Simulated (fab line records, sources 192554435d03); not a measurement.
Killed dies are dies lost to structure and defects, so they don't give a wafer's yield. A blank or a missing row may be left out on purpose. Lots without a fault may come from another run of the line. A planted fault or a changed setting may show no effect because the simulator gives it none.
Chamber matching | flow n5_finfet | N5_BEOL_M5_STRIP_36 on rie_diel-05: 4 sister chambers
The step strips in N2/H2. 4 wafers are shown with their chamber, then 11 later ones without.

WAFERS WITH THEIR CHAMBER
wafer  | chamber | showerhead_plenum_p_Torr (Torr)
L080.4 | 2       | 2.65
L085.2 | 1       | 2.61
L085.4 | 0       | 2.47
L086.1 | 3       | 2.50

WAFERS WITHOUT THEIR CHAMBER
wafer  | showerhead_plenum_p_Torr (Torr)
L086.5 | 2.61
L086.6 | 2.50
L090.3 | 2.61
L090.4 | 2.61
L090.5 | 2.50
L093.1 | 2.64
L093.2 | 2.46
L093.3 | 2.60
L093.4 | 2.64
L093.5 | 2.60
L093.6 | 2.46

WHICH CHAMBER EACH WENT THROUGH
wafer  | from the rows above | in truth
L086.5 | 1                   | 1
L086.6 | 3                   | 3
L090.3 | 1                   | 1
L090.4 | 1                   | 1
L090.5 | 3                   | 3
L093.1 | 2                   | 2
L093.2 | 0                   | 0
L093.3 | 1                   | 1
L093.4 | 2                   | 2
L093.5 | 1                   | 1
L093.6 | 0                   | 0
Placed correctly: 11 of 11. Can't be placed from these rows: 0. Placed wrongly: 0.
How it was worked out, from the rows above alone: a wafer's distance from a chamber is the root of the sum, over the readings, of the square of ((its reading less the chamber's mean) divided by the reading's scatter). The wafer belongs to the nearest chamber; if the next one is less than 2 further off, it can't be placed. A chamber's mean is the mean of its shown wafers. The scatter: with one shown wafer a chamber, the root of the mean of the squares of how far each hidden wafer lies from its nearest shown one.
